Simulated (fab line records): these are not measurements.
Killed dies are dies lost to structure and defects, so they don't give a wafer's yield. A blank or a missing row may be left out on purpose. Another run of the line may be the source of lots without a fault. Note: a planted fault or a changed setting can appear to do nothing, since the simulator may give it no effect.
Matching of chambers + flow n5_finfet + N5_BEOL_M0_STRIP_104 on rie_diel-01 has 4 sister chambers
The step strips in N2/H2. 4 wafers are shown with their chamber, then 12 later ones without.

WAFERS WITH THEIR CHAMBER
| wafer  | chamber | drypump_motor_current_A (A) |
|--------|---------|-----------------------------|
| L083.5 | 0       | 4.8                         |
| L089.5 | 3       | 6.1                         |
| L090.2 | 1       | 6.3                         |
| L090.6 | 2       | 5.8                         |

WAFERS WITH NO CHAMBER GIVEN
| wafer  | drypump_motor_current_A (A) |
|--------|-----------------------------|
| L091.1 | 6.1                         |
| L091.4 | 5.8                         |
| L091.5 | 6.1                         |
| L092.2 | 4.9                         |
| L092.4 | 5.8                         |
| L092.6 | 4.9                         |
| L094.1 | 6.1                         |
| L094.2 | 5.8                         |
| L094.4 | 6.1                         |
| L095.4 | 5.8                         |
| L095.5 | 6.1                         |
| L095.6 | 6.3                         |

CHAMBER TAKEN BY EACH
| wafer  | from the rows above | in truth |
|--------|---------------------|----------|
| L091.1 | 3                   | 3        |
| L091.4 | 2                   | 2        |
| L091.5 | 3                   | 3        |
| L092.2 | 0                   | 0        |
| L092.4 | 2                   | 2        |
| L092.6 | 0                   | 0        |
| L094.1 | 3                   | 3        |
| L094.2 | 2                   | 2        |
| L094.4 | 3                   | 3        |
| L095.4 | 2                   | 2        |
| L095.5 | 3                   | 3        |
| L095.6 | 1                   | 1        |
Correct placement for 12 of the 12. From these rows, 0 cannot be placed. Wrongly placed: 0.
How it was worked out, from the rows above alone: a wafer's distance from a chamber is the root of the sum, over the readings, of the square of ((its reading less the chamber's mean) divided by the reading's scatter). If the next closest chamber is less than 2 further off than the closest, the wafer can't be placed; otherwise it belongs to the closest. A chamber's mean is the mean of its shown wafers. The scatter: root of mean squared gap, hidden wafer to nearest shown wafer, with one shown wafer a chamber.
